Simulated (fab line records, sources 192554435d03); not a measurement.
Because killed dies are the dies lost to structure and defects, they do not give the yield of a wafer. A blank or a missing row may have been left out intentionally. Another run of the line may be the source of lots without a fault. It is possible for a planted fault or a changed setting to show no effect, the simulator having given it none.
The tool behind it: which one? ; flow n5-finfet ; Sampling: 9 lots, 27 wafers, 5 of 1938 route steps

## WHAT THE GAUGES READ, wafer by wafer
N5_BEOL_M2_OVL_MEAS_29. Usual: V1_OVL typically reads -0.5 nm, with standard deviation 0.67.
lot;measured;on;V1_OVL (nm);flag
L444;day 7 00:56;overlay-01;0.7 -0.9 -0.5;
L446;day 7 08:57;overlay-02;-0.7 -0.5 -0.7;
L448;day 7 23:28;overlay-01;0.6 0.5 0.1;
L452;day 8 23:37;overlay-02;-0.1 -0.1 -0.9;
L458;day 10 15:02;overlay-02;-0.8 -0.3 -1.3;
L460;day 11 02:50;overlay-02;-2.1 -1.6 -2.2;
L462;day 11 05:31;overlay-02;-1.1 -1.3 -1.1;
L465;day 12 08:36;overlay-01;-1.2 -1.8 -1.4;
L466;day 12 12:13;overlay-02;0.3 0.0 -0.1;

N5_BEOL_M4_RC_MEAS_101. Usual: DIBL_N 35.8 mV/V, standard deviation 1.8; DIBL_P 35.9 mV/V, standard deviation 2.2; IOFF_N 0.16 nA/um, standard deviation 0.035; IOFF_P 0.21 nA/um, standard deviation 0.04; ION_N 672 uA/um, standard deviation 11; ION_P 461 uA/um, standard deviation 7.4; SS_N 71.4 mV/dec, standard deviation 0.64; SS_P 73.2 mV/dec, standard deviation 0.67; VT_N 250 mV, standard deviation 3.5; VT_P -251 mV, standard deviation 3.4.
lot;measured;on;DIBL_N (mV/V);DIBL_P (mV/V);IOFF_N (nA/um);IOFF_P (nA/um);ION_N (uA/um);ION_P (uA/um);SS_N (mV/dec);SS_P (mV/dec);VT_N (mV);VT_P (mV);flag
L444;day 8 15:25;prober-01;34.9 32.9 34.9;36.2 34.3 36.9;0.17 0.14 0.17;0.23 0.20 0.25;675 669 677;468 463 476;71.4 71.4 71.0;74.0 72.7 72.8;247 250 245;-246 -250 -246;
L446;day 8 15:26;prober-02;36.6 32.9 34.7;36.8 32.4 33.6;0.18 0.12 0.14;0.25 0.18 0.18;683 659 665;471 458 454;72.0 70.8 71.4;73.6 72.4 72.8;245 255 249;-246 -251 -250;
L448;day 9 08:31;prober-01;35.9 35.0 36.8;37.2 35.8 37.1;0.16 0.14 0.17;0.21 0.20 0.21;671 669 675;464 459 464;72.0 71.6 71.9;73.4 72.8 73.3;250 252 250;-250 -254 -249;
L452;day 10 02:31;prober-01;37.6 34.9 38.6;38.2 34.9 38.6;0.20 0.14 0.20;0.24 0.19 0.25;682 667 682;460 458 465;72.5 71.6 72.4;74.0 72.9 73.3;248 252 247;-248 -252 -247;
L458;day 12 13:22;prober-02;37.4 39.5 34.0;36.8 40.4 33.2;0.21 0.25 0.13;0.27 0.34 0.20;697 702 667;478 486 462;71.8 72.1 70.4;73.6 73.8 72.5;245 242 252;-244 -243 -247;
L460;day 12 09:31;prober-01;37.6 36.7 35.9;37.8 36.8 36.1;0.17 0.15 0.14;0.19 0.17 0.17;671 668 660;444 446 448;72.1 72.0 71.8;73.8 73.5 73.5;251 252 253;-257 -256 -256;
L462;day 12 20:54;prober-01;37.0 37.4 36.3;36.5 37.5 36.1;0.16 0.17 0.17;0.22 0.26 0.22;673 670 671;455 462 463;71.6 71.8 71.5;73.1 74.1 73.4;251 248 250;-249 -245 -247;
L465;day 13 21:09;prober-02;35.9 35.5 35.3;34.6 34.3 33.3;0.14 0.14 0.12;0.20 0.20 0.19;676 683 669;467 466 464;70.8 71.0 70.5;73.0 72.3 72.7;249 249 254;-252 -251 -252;
L466;day 13 23:44;prober-02;34.4 35.2 32.4;33.0 34.1 30.8;0.11 0.12 0.09;0.17 0.18 0.14;659 658 653;459 459 453;70.6 71.7 70.3;72.5 72.9 71.6;255 255 257;-251 -253 -255;

## EACH LOT AND THE TOOL THAT RAN IT (in order: tool; ch and the chambers of the sampled wafers; start)
lot;N5_BEOL_M2_ETCH_70;N5_BEOL_M2_VIA_ETCH_34;N5_BEOL_M2_STRIP_36
L444;rie-diel-04 ch 0,3, day 7 06:58;rie-diel-04 ch 0,3, day 7 07:05;rie-diel-04 ch 0,3, day 7 07:08
L446;rie-diel-02 ch 0,3, day 7 11:19;rie-diel-02 ch 0,3, day 7 11:25;rie-diel-02 ch 0,3, day 7 11:29
L448;rie-diel-05 ch 0,1, day 8 06:58;rie-diel-05 ch 0,2, day 8 07:05;rie-diel-05 ch 0,2, day 8 07:08
L452;rie-diel-04 ch 0,3, day 9 00:41;rie-diel-04 ch 0,3, day 9 00:47;rie-diel-04 ch 0,3, day 9 00:51
L458;rie-diel-05 ch 1,2,3, day 11 00:13;rie-diel-05 ch 1,2,3, day 11 00:19;rie-diel-05 ch 1,2,3, day 11 00:23
L460;rie-diel-02 ch 1,2,3, day 11 06:41;rie-diel-02 ch 1,2,3, day 11 06:47;rie-diel-02 ch 1,2,3, day 11 06:51
L462;rie-diel-02 ch 1,2,3, day 11 14:37;rie-diel-02 ch 1,2,3, day 11 14:44;rie-diel-02 ch 1,2,3, day 11 14:47
L465;rie-diel-02 ch 1,2, day 12 10:49;rie-diel-02 ch 1,2, day 12 10:56;rie-diel-02 ch 1,2, day 12 10:59
L466;rie-diel-04 ch 0,1,3, day 12 14:16;rie-diel-04 ch 0,1,3, day 12 14:22;rie-diel-04 ch 0,1,3, day 12 14:25
- N5_BEOL_M2_ETCH_70: etches SOC in N2/H2, target depth 80 nm, overetch 24 nm, time 130 s.
- N5_BEOL_M2_VIA_ETCH_34: etches the open film in C4F6/O2, target depth 69.4 nm, time 65.9 s.
- N5_BEOL_M2_STRIP_36: strips in N2/H2.

## AS READ BY THE TOOLS THEMSELVES (means over the sampled wafers that have a number; for cases with no such wafer, the mark the record gives instead)
N5_BEOL_M2_ETCH_70. Usual: drypump-motor-current-A 5.6 A, standard deviation 0.41; oes-product-au 0.59 a.u., standard deviation 0.059; rf-fwd-power-W 835.8 W, standard deviation 2.8; rf-vpp-V 524.5 V, standard deviation 2.5; showerhead-plenum-p-Torr 2.57 Torr, standard deviation 0.086; throttle-valve-pct 17.73 %, standard deviation 0.19.
lot;tool;drypump-motor-current-A (A);oes-product-au (a.u.);rf-fwd-power-W (W);rf-vpp-V (V);showerhead-plenum-p-Torr (Torr);throttle-valve-pct (%);flag
L444;rie-diel-04;5.3;0.64;835.7;526.6;2.66;17.61;
L446;rie-diel-02;5.5;0.64;835.7;524.0;2.51;17.72;
L448;rie-diel-05;5.5;0.67;834.6;526.2;2.64;17.76;
L452;rie-diel-04;5.6;0.58;769.6;542.1;2.59;17.69;OFF
L458;rie-diel-05;5.6;0.56;835.9;524.1;2.53;17.58;
L460;rie-diel-02;5.8;0.60;835.7;521.9;2.50;17.82;
L462;rie-diel-02;5.8;0.60;833.9;522.1;2.50;17.82;
L465;rie-diel-02;6.2;0.57;831.5;521.5;2.47;17.79;
L466;rie-diel-04;5.4;0.60;837.5;524.4;2.57;17.66;

N5_BEOL_M2_VIA_ETCH_34. Usual: drypump-motor-current-A 5.6 A, standard deviation 0.41; oes-product-au 0.80 a.u., standard deviation 0.078; rf-fwd-power-W 346.9 W, standard deviation 1.5; rf-vpp-V 662 V, standard deviation 12; showerhead-plenum-p-Torr 2.87 Torr, standard deviation 0.093; throttle-valve-pct 30.64 %, standard deviation 0.29.
lot;tool;drypump-motor-current-A (A);oes-product-au (a.u.);rf-fwd-power-W (W);rf-vpp-V (V);showerhead-plenum-p-Torr (Torr);throttle-valve-pct (%);flag
L444;rie-diel-04;5.3;0.87;347.5;668;2.96;30.60;
L446;rie-diel-02;5.5;0.86;347.5;650;2.82;30.76;
L448;rie-diel-05;5.6;0.81;346.2;664;2.96;30.20;
L452;rie-diel-04;5.6;0.80;346.8;667;2.89;30.54;
L458;rie-diel-05;5.6;0.77;346.9;669;2.84;30.49;
L460;rie-diel-02;5.8;0.81;346.4;664;2.80;30.82;
L462;rie-diel-02;5.8;0.81;346.3;664;2.80;30.81;
L465;rie-diel-02;6.2;0.77;345.2;672;2.77;30.73;
L466;rie-diel-04;5.4;0.81;347.3;662;2.86;30.51;

N5_BEOL_M2_STRIP_36. Usual: drypump-motor-current-A 5.6 A, standard deviation 0.41; oes-product-au 0.80 a.u., standard deviation 0.078; rf-vpp-V 59.2 V, standard deviation 1.4; showerhead-plenum-p-Torr 2.56 Torr, standard deviation 0.086; throttle-valve-pct 23.58 %, standard deviation 0.28.
lot;tool;drypump-motor-current-A (A);oes-product-au (a.u.);rf-vpp-V (V);showerhead-plenum-p-Torr (Torr);throttle-valve-pct (%);flag
L444;rie-diel-04;5.3;0.87;60.1;2.65;23.53;
L446;rie-diel-02;5.5;0.86;59.0;2.51;23.56;
L448;rie-diel-05;5.7;0.82;58.1;2.67;23.42;
L452;rie-diel-04;5.6;0.80;58.9;2.59;23.49;
L458;rie-diel-05;5.6;0.77;58.9;2.53;23.30;
L460;rie-diel-02;5.8;0.83;58.0;2.49;23.67;
L462;rie-diel-02;5.8;0.82;58.6;2.49;23.69;
L465;rie-diel-02;6.2;0.78;60.3;2.47;23.65;
L466;rie-diel-04;5.4;0.81;58.1;2.57;23.55;

## THE ANSWER, worked out from the rows above alone
Rule: take the mean of a lot's wafers that have a number; if it is more than 3 standard deviations from the usual mean, the lot is off. Also off: a lot with no number at a reading for which 4 or more lots have one. Any other lot the step has rows for is counted as sound. After the gauges, taken in route order, come the tools' own readings; for these a lot's mean is taken, as printed above. The first step at which some lot is off is used, and at that step the reading that is off furthest; a lot without a number counts as furthest.
Off at N5_BEOL_M2_ETCH_70 (rf-fwd-power-W): L452.
A tool fits if, at that step or a process step before it, it ran every lot that is off, and no sound lot after the first of them. No candidate that was tried fits.

## WHAT THE SIMULATOR HAD PUT IN
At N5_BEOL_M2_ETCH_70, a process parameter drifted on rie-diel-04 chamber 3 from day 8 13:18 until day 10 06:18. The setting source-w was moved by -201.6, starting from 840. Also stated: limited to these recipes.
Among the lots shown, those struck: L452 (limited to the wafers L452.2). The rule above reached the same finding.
